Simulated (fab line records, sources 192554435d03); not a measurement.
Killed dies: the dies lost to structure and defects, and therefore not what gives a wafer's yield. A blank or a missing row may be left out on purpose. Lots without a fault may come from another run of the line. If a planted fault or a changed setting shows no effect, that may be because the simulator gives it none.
fab line records :: flow n5_finfet
record
  lots=4
  wafers=12
  last_day=16
route steps=1938 shown HKMG_FIN@428 GATE_CUT@465 BEOL_M4@1111 PASSIVATION@1936
lots untouched by any fault: they come from a run of this same line in which no faults occurred
start_h: the number of hours between the record's first day and the start of the first shown wafer of the lot :: wait_h: time in hours since the lot's previous step :: " identical to the entry in the row above :: L1.1+2: a single row standing in for several wafers :: - no value, or no start given :: * or withheld: withheld :: < > ~ a bound
route shown NAME@n: NAME is a module with steps in the file, n the number in the route of the first one :: usual: mean/standard deviation of fault-free wafers :: same: alike in all rows :: chamber/n: place in a boat :: sites: each site's reading :: _std_site: standard deviation of those values :: _edge_site: inner sites' mean taken away from outer sites' mean :: radius_mm: how far each site lies from the wafer's centre :: mask NAME#n: copy n :: behind: the tool/chamber that last shaped the wafer :: hold: why the lot went on hold/how many hours it stayed there/how the hold came to an end :: device: names the non-switching transistor (n, p or np) :: end of line: the route-end tests of the same wafers :: for a step that has no rows: nothing shown but its recipe :: killed: not the wafer's yield, but the dies lost to structure and defects at the first sort :: map: shows each die of a wafer: x if killed, . if not, _ if none is there
set.NAME: setting as actually run; set.NAME@STEP: the setting as run at that earlier step :: model.NAME: the simulator's own value behind a step, which no gauge read
certain route steps with their lots: each step a table, each wafer a row
## steps
# step N5_HKMG_FIN_PEB_10
# recipe
  peb_temp_c=withheld
  peb_time_s=60
  resist=CAR-ArF
# step N5_HKMG_FIN_DEVELOP_11
# recipe
  develop_time_s=30
  developer=TMAH
  resist=CAR-ArF
  dev_temp_c=23
  rinse_liquid=diw
  dry=air_spin
# step N5_HKMG_FIN_DESCUM_17
# recipe
  chemistry=O2
  time_s=7.9
  source_power_w=50
  bias_power_w=20
  pressure_mtorr=20
  rf_frequency_hz=2.712e+07
  temp_c=40
  resist=CAR-ArF
  o2_flow_sccm=225
# step N5_HKMG_FIN_ETCH_31
# recipe
  chemistry=CF4
  target=SiARC
  target_depth_a=455
  mask_material=CAR-ArF
  time_s=75.8
  ion_energy_ev=80
  pressure_mtorr=40
  source_w=545
  bias_w=36
  Ar_flow_sccm=100
  cf4_flow_sccm=100
  ends=cleared
# step N5_HKMG_FIN_ETCH_32
# recipe
  chemistry=N2/H2
  target=SOC
  target_depth_a=2400
  temp_c=40
  time_s=300
  ion_energy_ev=200
  mask_material=SiARC
  pressure_mtorr=30
  source_w=840
  bias_w=150
  n2_flow_sccm=200
  h2_flow_sccm=200
# step N5_HKMG_FIN_STRIP_33
# recipe
  chemistry=N2/H2
  temp_c=40
  n2_flow_sccm=200
  h2_flow_sccm=200
  rf_frequency_hz=6e+07
# step N5_HKMG_FIN_STRIP_34
# recipe
  chemistry=CF4
  resist=SiARC
  power_w=300
  bias_power_w=75
  pressure_mtorr=50
  cf4_flow_sccm=150
  rf_frequency_hz=6e+07
# step N5_HKMG_FIN_ETCH_35
# recipe
  chemistry=N2/H2
  target=SOC
  target_depth_a=2158
  ion_energy_ev=65
  bias_w=5
  source_w=3000
  time_s=243.4
  pressure_mtorr=30
  n2_flow_sccm=200
  h2_flow_sccm=200
# step N5_HKMG_FIN_STRIP_92
# recipe
  chemistry=N2/H2
  material=SOC
  time_s=20
  power_w=500
  temp_c=40
  pressure_mtorr=50
  rf_frequency_hz=6e+07
  bias_power_w=8
  h2_frac=0.5
  n2_flow_sccm=300
  h2_flow_sccm=300
# step N5_HKMG_FIN_WET_ETCH_18
# recipe
  chemistry=SC1
  target=TiN
  mix=1:1:5
  temp_c=*
  time_s=55
  target_depth_nm=5.2
  dry=ipa_marangoni
  rinse_time_s=30
  rinse_temp_c=23
lot.wafer: L209.2+4+5
tool: wet_bench-02
chamber: 0,1,3
start_h: 95.96
wait_h: 0.1

lot.wafer: L217.1+4+6
tool: wet_bench-02
chamber: 3,0,7
start_h: 136.52
wait_h: 0.1

lot.wafer: L219.2+5+6
tool: wet_bench-02
chamber: 2,6,3
start_h: 154.51
wait_h: 0.1

lot.wafer: L224.1+2+5
tool: wet_bench-05
chamber: 0,7,1
start_h: 178.18
wait_h: 0.1
# step N5_HKMG_FIN_STRIP_19
# recipe
  chemistry=N2/H2
  power_w=2500
  temp_c=300
  h2_frac=0.65
  time_s=360
  pressure_mtorr=withheld
  n2_flow_sccm=1750
  h2_flow_sccm=3250
# step N5_HKMG_FIN_ALD_91
# recipe
  material=TiN
  target_thk_a=10
  temp_c=400
  ald_precursor_family=TiCl4
  ald_co_reactant=NH3
  pulse_time_s=1
  purge_time_s=3
  co_reactant_purge_time_s=2
  co_reactant_pulse_time_s=2
  ald_cycles=47
  pressure_torr=3
# step N5_HKMG_FIN_COAT_85
# recipe
  resist=SOC
  temp_c=250
  time_s=60
  spin_rpm=1500
  resist_thk_nm=300
# step N5_HKMG_FIN_ETCH_86
# recipe
  chemistry=N2/H2
  target=SOC
  target_depth_a=3932
  stop_on=TiN
  ion_energy_ev=100
  bias_w=61
  pressure_mtorr=30
  source_w=850
  n2_flow_sccm=200
  h2_flow_sccm=200
# step N5_HKMG_FIN_STRIP_89
# recipe
  chemistry=N2/H2
  material=SOC
  time_s=20
  power_w=500
  temp_c=40
  pressure_mtorr=50
  rf_frequency_hz=6e+07
  bias_power_w=8
  h2_frac=0.5
  n2_flow_sccm=300
  h2_flow_sccm=300
# step N5_HKMG_FIN_WET_ETCH_87
# recipe
  chemistry=SC1
  target=TiN
  mix=1:2:40
  temp_c=50
  time_s=154.2
  target_depth_nm=4.7
  dry=ipa_marangoni
  rinse_time_s=30
  rinse_temp_c=23
# step N5_HKMG_FIN_STRIP_88
# recipe
  chemistry=N2/H2
  power_w=2500
  temp_c=300
  h2_frac=0.65
  time_s=360
  pressure_mtorr=withheld
  n2_flow_sccm=1750
  h2_flow_sccm=3250
# step N5_HKMG_FIN_NWFM_ALD_20
# recipe
  material=TiAlC
  target_thk_a=20
  temp_c=300
  ald_precursor_family=TiCl4
  ald_co_reactant=TEA
  pulse_time_s=3
  purge_time_s=2
  co_reactant_purge_time_s=2
  co_reactant_pulse_time_s=10
  ald_cycles=7
  pressure_torr=3
# step N5_HKMG_FIN_ALD_71
# recipe
  material=TiN
  target_thk_a=10
  temp_c=400
  ald_precursor_family=TiCl4
  ald_co_reactant=NH3
  pulse_time_s=1
  purge_time_s=3
  co_reactant_purge_time_s=2
  co_reactant_pulse_time_s=2
  ald_cycles=47
  pressure_torr=3
# step N5_HKMG_FIN_COAT_66
# recipe
  resist=SOC
  temp_c=250
  time_s=60
  spin_rpm=1500
  resist_thk_nm=300
# step N5_HKMG_FIN_ETCH_67
# recipe
  chemistry=N2/H2
  target=SOC
  target_depth_a=3889
  stop_on=TiN
  ion_energy_ev=100
  bias_w=61
  pressure_mtorr=30
  source_w=850
  n2_flow_sccm=200
  h2_flow_sccm=200
# step N5_HKMG_FIN_STRIP_90
# recipe
  chemistry=N2/H2
  material=SOC
  time_s=20
  power_w=500
  temp_c=40
  pressure_mtorr=50
  rf_frequency_hz=6e+07
  bias_power_w=8
  h2_frac=0.5
  n2_flow_sccm=300
  h2_flow_sccm=300
# step N5_HKMG_FIN_WET_ETCH_73
# recipe
  chemistry=SC1
  mix=1:2:40
  temp_c=50
  time_s=42.3
  target_depth_nm=1.3
  dry=ipa_marangoni
  rinse_time_s=30
  rinse_temp_c=23
# step N5_HKMG_FIN_ETCHBACK_68
# recipe
  chemistry=Cl2/Ar
  stop_on=HfO2
  target_depth_a=5
  pressure_mtorr=10
  icp_w=600
  bias_w=60
  Cl2_flow_sccm=40
  Ar_flow_sccm=60
# step N5_HKMG_FIN_STRIP_69
# recipe
  chemistry=N2/H2
  power_w=2500
  temp_c=300
  h2_frac=0.65
  time_s=360
  pressure_mtorr=withheld
  n2_flow_sccm=1750
  h2_flow_sccm=3250
# step N5_HKMG_FIN_ALD_21
# recipe
  material=TiN
  target_thk_a=15
  temp_c=400
  ald_precursor_family=TiCl4
  ald_co_reactant=NH3
  pulse_time_s=1
  purge_time_s=3
  co_reactant_purge_time_s=2
  co_reactant_pulse_time_s=2
  ald_cycles=68
  pressure_torr=3
# step N5_HKMG_FIN_ALD_72
# recipe
  material=W
  target_thk_a=20
  temp_c=300
  pressure_torr=7.5
  ald_precursor_family=WF6
  ald_co_reactant=B2H6
  pulse_time_s=1
  purge_time_s=2
  co_reactant_purge_time_s=2
  co_reactant_pulse_time_s=3
  ald_cycles=7
# step N5_HKMG_FIN_W_FILL_22
# recipe
  material=W
  target_thk_a=600
  temp_c=400
  pressure_torr=39.4
  time_s=18.2
# step N5_HKMG_FIN_PRECLEAN_83
# recipe
  chemistry=DIW
  time_s=57.5
  temp_c=23
# step N5_HKMG_FIN_SRD_84
# recipe
  dry_time_s=32
  dry=n2_spin
  spin_rpm=1500
# step N5_HKMG_FIN_CMP_23
# recipe
  stop_on=SiNx
  t_overpolish_s=10
  post_cmp_clean=rinse_only
  down_force_psi=4
  platen_rpm=50.289
  pad_velocity_m_s=1.0006
  target_thk_nm=46.326
# step N5_HKMG_FIN_CMP_94
# recipe
  stop_on=SiNx
  post_cmp_clean=w_dilute_nh4oh
  t_overpolish_s=4.7
  down_force_psi=4
  platen_rpm=50.289
  pad_velocity_m_s=1.0006
  target_thk_nm=43.299
# step N5_GATE_CUT_ETCHBACK_00
# recipe
  chemistry=SF6/Cl2
  target=W
  pressure_mtorr=8
  icp_w=900
  bias_w=80
  SF6_flow_sccm=40
  Cl2_flow_sccm=60
# step N5_GATE_CUT_ETCH_56
# recipe
  chemistry=Cl2/Ar
  target=TiN
  target_depth_a=216
  pressure_mtorr=10
  icp_w=600
  bias_w=60
  Cl2_flow_sccm=40
  Ar_flow_sccm=60
# step N5_GATE_CUT_ETCHBACK_30
# recipe
  chemistry=Cl2/Ar
  target=TiN
  target_depth_a=30
  mode=isotropic
  pressure_mtorr=10
  icp_w=600
  bias_w=60
  Cl2_flow_sccm=40
  Ar_flow_sccm=60
# step N5_GATE_CUT_VAPOR_ETCH_60
# recipe
  chemistry=BCl3/Cl2
  target=HfO2
  mode=isotropic
# step N5_GATE_CUT_ETCH_58
# recipe
  chemistry=CH3F/O2
  target=SiNx
  target_depth_a=170
  time_s=128.6
  ion_energy_ev=50
  pressure_mtorr=30
  source_w=415
  bias_w=21
  Ar_flow_sccm=150
  CH3F_flow_sccm=30
  O2_flow_sccm=20
# step N5_BEOL_M4_RC_MEAS_101
# usual
  DIBL_N=35.7/1.5
  DIBL_P=35.7/2
  IOFF_N=0.155/0.026
  IOFF_N_LIN=0.072/0.0099
  IOFF_N_LONG=5.53e-05/2.5e-06
  IOFF_P=0.20/0.031
  ION_N=675/11
  ION_P=462/7.1
  SS_N=71.3/0.57
  SS_P=73.1/0.56
  VT_N=250/3
  VT_N_LONG=275.1/2.2
  VT_N_LVT=97/3.3
  VT_P=-251/3
lot.wafer: L209.2
tool: prober-02
chamber: 0
start_h: 194.28
wait_h: 0.2
DIBL_N[mV/V]: 37.2
DIBL_P[mV/V]: 37.7
IOFF_N[nA/um]: 0.195
IOFF_N_LIN[nA/um]: 0.091
IOFF_N_LONG[nA/um]: 5.85e-05
IOFF_P[nA/um]: 0.27
ION_N[uA/um]: 681
ION_P[uA/um]: 474
SS_N[mV/dec]: 72.1
SS_P[mV/dec]: 72.8
VT_N[mV]: 244
VT_N_LONG[mV]: 273.8
VT_N_LVT[mV]: 95
VT_P[mV]: -245

lot.wafer: L209.4
tool: prober-02
chamber: 0
start_h: 194.28
wait_h: 0.2
DIBL_N[mV/V]: 34.4
DIBL_P[mV/V]: 34.7
IOFF_N[nA/um]: 0.139
IOFF_N_LIN[nA/um]: 0.068
IOFF_N_LONG[nA/um]: 5.7e-05
IOFF_P[nA/um]: 0.21
ION_N[uA/um]: 663
ION_P[uA/um]: 460
SS_N[mV/dec]: 71.3
SS_P[mV/dec]: 73.1
VT_N[mV]: 253
VT_N_LONG[mV]: 272.9
VT_N_LVT[mV]: 101
VT_P[mV]: -249

lot.wafer: L209.5
tool: prober-02
chamber: 0
start_h: 194.28
wait_h: 0.2
DIBL_N[mV/V]: 34.9
DIBL_P[mV/V]: 34.9
IOFF_N[nA/um]: 0.153
IOFF_N_LIN[nA/um]: 0.075
IOFF_N_LONG[nA/um]: 5.8e-05
IOFF_P[nA/um]: 0.22
ION_N[uA/um]: 680
ION_P[uA/um]: 469
SS_N[mV/dec]: 71.1
SS_P[mV/dec]: 72.8
VT_N[mV]: 249
VT_N_LONG[mV]: 275.7
VT_N_LVT[mV]: 98
VT_P[mV]: -247

lot.wafer: L217.1
tool: prober-01
chamber: 0
start_h: 232.30
wait_h: 0.0
DIBL_N[mV/V]: 36.0
DIBL_P[mV/V]: 35.8
IOFF_N[nA/um]: 0.093
IOFF_N_LIN[nA/um]: 0.043
IOFF_N_LONG[nA/um]: 4.07e-05
IOFF_P[nA/um]: 0.18
ION_N[uA/um]: 647
ION_P[uA/um]: 460
SS_N[mV/dec]: 71.3
SS_P[mV/dec]: 73.3
VT_N[mV]: 264
VT_N_LONG[mV]: 291.0
VT_N_LVT[mV]: 108
VT_P[mV]: -256

lot.wafer: L217.4
tool: prober-01
chamber: 0
start_h: 232.30
wait_h: 0.0
DIBL_N[mV/V]: 36.2
DIBL_P[mV/V]: 37.0
IOFF_N[nA/um]: 0.152
IOFF_N_LIN[nA/um]: 0.070
IOFF_N_LONG[nA/um]: 5.24e-05
IOFF_P[nA/um]: 0.18
ION_N[uA/um]: 675
ION_P[uA/um]: 461
SS_N[mV/dec]: 71.4
SS_P[mV/dec]: 74.2
VT_N[mV]: 251
VT_N_LONG[mV]: 276.8
VT_N_LVT[mV]: 96
VT_P[mV]: -254

lot.wafer: L217.6
tool: prober-01
chamber: 0
start_h: 232.30
wait_h: 0.0
DIBL_N[mV/V]: 34.4
DIBL_P[mV/V]: 34.1
IOFF_N[nA/um]: 0.125
IOFF_N_LIN[nA/um]: 0.060
IOFF_N_LONG[nA/um]: 5.39e-05
IOFF_P[nA/um]: 0.15
ION_N[uA/um]: 670
ION_P[uA/um]: 463
SS_N[mV/dec]: 70.6
SS_P[mV/dec]: 72.5
VT_N[mV]: 252
VT_N_LONG[mV]: 275.6
VT_N_LVT[mV]: 97
VT_P[mV]: -255

lot.wafer: L219.2
tool: prober-01
chamber: 0
start_h: 253.04
wait_h: 0.2
DIBL_N[mV/V]: 34.4
DIBL_P[mV/V]: 34.6
IOFF_N[nA/um]: 0.141
IOFF_N_LIN[nA/um]: 0.069
IOFF_N_LONG[nA/um]: 6.27e-05
IOFF_P[nA/um]: 0.20
ION_N[uA/um]: 663
ION_P[uA/um]: 458
SS_N[mV/dec]: 71.4
SS_P[mV/dec]: 72.4
VT_N[mV]: 251
VT_N_LONG[mV]: 269.8
VT_N_LVT[mV]: 96
VT_P[mV]: -249

lot.wafer: L219.5
tool: prober-01
chamber: 0
start_h: 253.04
wait_h: 0.2
DIBL_N[mV/V]: 36.3
DIBL_P[mV/V]: 37.5
IOFF_N[nA/um]: 0.201
IOFF_N_LIN[nA/um]: 0.094
IOFF_N_LONG[nA/um]: 6.33e-05
IOFF_P[nA/um]: 0.26
ION_N[uA/um]: 705
ION_P[uA/um]: 483
SS_N[mV/dec]: 71.1
SS_P[mV/dec]: 73.9
VT_N[mV]: 244
VT_N_LONG[mV]: 272.5
VT_N_LVT[mV]: 90
VT_P[mV]: -247

lot.wafer: L219.6
tool: prober-01
chamber: 0
start_h: 253.04
wait_h: 0.2
DIBL_N[mV/V]: 35.1
DIBL_P[mV/V]: 35.7
IOFF_N[nA/um]: 0.105
IOFF_N_LIN[nA/um]: 0.050
IOFF_N_LONG[nA/um]: 4.69e-05
IOFF_P[nA/um]: 0.21
ION_N[uA/um]: 648
ION_P[uA/um]: 461
SS_N[mV/dec]: 71.1
SS_P[mV/dec]: 72.9
VT_N[mV]: 259
VT_N_LONG[mV]: 284.9
VT_N_LVT[mV]: 106
VT_P[mV]: -247

lot.wafer: L224.1
tool: prober-01
chamber: 0
start_h: 267.55
wait_h: 0.0
DIBL_N[mV/V]: 35.5
DIBL_P[mV/V]: 36.5
IOFF_N[nA/um]: 0.166
IOFF_N_LIN[nA/um]: 0.079
IOFF_N_LONG[nA/um]: 5.49e-05
IOFF_P[nA/um]: 0.21
ION_N[uA/um]: 687
ION_P[uA/um]: 470
SS_N[mV/dec]: 71.1
SS_P[mV/dec]: 73.8
VT_N[mV]: 247
VT_N_LONG[mV]: 273.4
VT_N_LVT[mV]: 95
VT_P[mV]: -251

lot.wafer: L224.2
tool: prober-01
chamber: 0
start_h: 267.55
wait_h: 0.0
DIBL_N[mV/V]: 35.3
DIBL_P[mV/V]: 35.9
IOFF_N[nA/um]: 0.150
IOFF_N_LIN[nA/um]: 0.071
IOFF_N_LONG[nA/um]: 5.53e-05
IOFF_P[nA/um]: 0.20
ION_N[uA/um]: 666
ION_P[uA/um]: 460
SS_N[mV/dec]: 71.5
SS_P[mV/dec]: 72.9
VT_N[mV]: 248
VT_N_LONG[mV]: 274.1
VT_N_LVT[mV]: 99
VT_P[mV]: -250

lot.wafer: L224.5
tool: prober-01
chamber: 0
start_h: 267.55
wait_h: 0.0
DIBL_N[mV/V]: 35.6
DIBL_P[mV/V]: 37.2
IOFF_N[nA/um]: 0.169
IOFF_N_LIN[nA/um]: 0.080
IOFF_N_LONG[nA/um]: 5.54e-05
IOFF_P[nA/um]: 0.22
ION_N[uA/um]: 693
ION_P[uA/um]: 479
SS_N[mV/dec]: 70.9
SS_P[mV/dec]: 72.7
VT_N[mV]: 243
VT_N_LONG[mV]: 273.8
VT_N_LVT[mV]: 95
VT_P[mV]: -249
# step N5_PASSIVATION_PROBE_49
# usual
  defect_limited_yield=91.4/1.5
  killed_at_M0_to_M3=34/10
  killed_at_M4_up=15/6
  killed_at_contacts=12/6
  killed_at_front_end=37/11
  killed_at_other=3.3/2.8
  killed_dies=101/18
  killed_open=66/14
  killed_short=33/7.8
  sort_bin_5_function=5.0/0.97
  sort_bin_6_memory=3.2/0.72
  sort_n_pass=1079/18
  sort_yield_pct=91.4/1.5
# same
  gross_dies=1180
  killed_at_back_side=0
  sort_bin_4_leakage[%]=0
  sort_bin_8_speed[%]=0
lot.wafer: L209.2
tool: prober-01
chamber: -
start_h: 303.05
wait_h: 0.1
defect_limited_yield[%]: 92.5
killed_at_M0_to_M3: 32
killed_at_M4_up: 9
killed_at_contacts: 1
killed_at_front_end: 43
killed_at_other: 4
killed_dies: 89
killed_open: 60
killed_short: 27
sort_bin_5_function[%]: 4.4
sort_bin_6_memory[%]: 3.1
sort_n_pass: 1091
sort_yield_pct[%]: 92.5

lot.wafer: L209.4
tool: prober-01
chamber: -
start_h: 303.15
wait_h: 0.2
defect_limited_yield[%]: 92.1
killed_at_M0_to_M3: 42
killed_at_M4_up: 11
killed_at_contacts: 6
killed_at_front_end: 30
killed_at_other: 4
killed_dies: 93
killed_open: 67
killed_short: 26
sort_bin_5_function[%]: 5.0
sort_bin_6_memory[%]: 2.6
sort_n_pass: 1087
sort_yield_pct[%]: 92.1

lot.wafer: L209.5
tool: prober-01
chamber: -
start_h: 303.20
wait_h: 0.2
defect_limited_yield[%]: 92.7
killed_at_M0_to_M3: 36
killed_at_M4_up: 12
killed_at_contacts: 5
killed_at_front_end: 29
killed_at_other: 4
killed_dies: 86
killed_open: 55
killed_short: 30
sort_bin_5_function[%]: 4.3
sort_bin_6_memory[%]: 2.6
sort_n_pass: 1094
sort_yield_pct[%]: 92.7

lot.wafer: L219.2
tool: prober-02
chamber: -
start_h: 365.88
wait_h: 0.1
defect_limited_yield[%]: 89.2
killed_at_M0_to_M3: 33
killed_at_M4_up: 11
killed_at_contacts: 13
killed_at_front_end: 68
killed_at_other: 2
killed_dies: 127
killed_open: 85
killed_short: 41
sort_bin_5_function[%]: 6.2
sort_bin_6_memory[%]: 4.3
sort_n_pass: 1053
sort_yield_pct[%]: 89.2

lot.wafer: L219.5
tool: prober-02
chamber: -
start_h: 366.03
wait_h: 0.2
defect_limited_yield[%]: 93.8
killed_at_M0_to_M3: 20
killed_at_M4_up: 7
killed_at_contacts: 7
killed_at_front_end: 39
killed_at_other: 0
killed_dies: 73
killed_open: 48
killed_short: 24
sort_bin_5_function[%]: 4.1
sort_bin_6_memory[%]: 1.9
sort_n_pass: 1107
sort_yield_pct[%]: 93.8

lot.wafer: L219.6
tool: prober-02
chamber: -
start_h: 366.08
wait_h: 0.3
defect_limited_yield[%]: 89.4
killed_at_M0_to_M3: 45
killed_at_M4_up: 10
killed_at_contacts: 8
killed_at_front_end: 61
killed_at_other: 1
killed_dies: 125
killed_open: 74
killed_short: 51
sort_bin_5_function[%]: 6.9
sort_bin_6_memory[%]: 3.2
sort_n_pass: 1055
sort_yield_pct[%]: 89.4
# killed by level:class
L209.2 FIN_SAQP:geometric_particle:open=16 FIN_SAQP:geometric_particle:short=7 DUMMY_GATE:geometric_particle:open=7 BEOL_M3:geometric_particle:open=7 BEOL_M1:geometric_particle:open=5 BEOL_M2:geometric_particle:open=5 BEOL_M0_SAQP:geometric_particle:short=4 BEOL_M0_SAQP:geometric_particle:open=4
L209.4 BEOL_M1:geometric_particle:open=11 BEOL_M2:geometric_particle:open=9 DUMMY_GATE:geometric_particle:open=8 BEOL_M4:geometric_particle:open=7 FIN_SAQP:geometric_particle:open=6 BEOL_M3:geometric_particle:open=6 BEOL_M0_SAQP:geometric_particle:open=5 MOL_CONTACT_COAG:geometric_particle:open=4
L209.5 BEOL_M0_SAQP:geometric_particle:open=9 BEOL_M0_SAQP:geometric_particle:short=7 FIN_SAQP:geometric_particle:short=5 STI_FIN_REVEAL:geometric_particle:open=5 BEOL_M1:geometric_particle:open=5 BEOL_M4:geometric_particle:open=5 STARTING-WAFER:geometric_particle:short=5 MOL_CONTACT_COAG:geometric_particle:open=4
L219.2 FIN_SAQP:geometric_particle:open=16 STI_FIN_REVEAL:geometric_particle:open=12 BEOL_M0_SAQP:geometric_particle:open=12 FIN_SAQP:geometric_particle:short=11 MOL_CONTACT_COAG:geometric_particle:open=11 GATE_CUT:geometric_particle:short=9 BEOL_M0_SAQP:geometric_particle:short=8 BEOL_M4:geometric_particle:open=6
L219.5 FIN_SAQP:geometric_particle:open=11 GATE_CUT:geometric_particle:short=5 BEOL_M0_SAQP:geometric_particle:open=5 BEOL_M0:geometric_particle:open=5 GATE_CUT:geometric_particle:open=4 MOL_CONTACT_COAG:geometric_particle:short=4 BEOL_M2:geometric_particle:open=3 DUMMY_GATE:geometric_particle:open=3
L219.6 FIN_SAQP:geometric_particle:open=13 BEOL_M0_SAQP:geometric_particle:short=13 BEOL_M0_SAQP:geometric_particle:open=13 FIN_SAQP:geometric_particle:short=10 DUMMY_GATE:geometric_particle:open=9 GATE_CUT:geometric_particle:short=9 BEOL_M3:geometric_particle:open=7 MOL_CONTACT_COAG:geometric_particle:open=5
## key
first_sign
  step=N5_BEOL_M4_RC_MEAS_101
  reading=VT_N_LONG
  direction=up
  sigmas=5.9
  usual=275.1
  struck=288.0
effect
  step=N5_BEOL_M4_RC_MEAS_101
  reading=IOFF_N_LONG
  direction=down
  sigmas=4.6
  usual=5.53e-05
  struck=4.38e-05
effect
  step=N5_BEOL_M4_RC_MEAS_101
  reading=VT_N
  direction=up
  sigmas=3.9
  usual=250
  struck=262
effect
  step=N5_BEOL_M4_RC_MEAS_101
  reading=VT_N_LVT
  direction=up
  sigmas=3.1
  usual=97
  struck=107
effect
  step=N5_BEOL_M4_RC_MEAS_101
  reading=ION_N
  direction=down
  sigmas=2.7
  usual=675
  struck=647
effect
  step=N5_BEOL_M4_RC_MEAS_101
  reading=IOFF_N_LIN
  direction=down
  sigmas=2.6
  usual=0.072
  struck=0.047
met_at N5_HKMG_FIN_WET_ETCH_18
struck_wafers L217.1,L219.6
onset_between 95.96 136.52
fault
  kind=process_parameter_drift
  tool=wet_bench-02
  chamber=3
  onset_h=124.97
  steps=N5_HKMG_FIN_WET_ETCH_18
  channel=time_s
  offset=*
  shape=step
  end_h=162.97
  acts_in=*
  stated=*
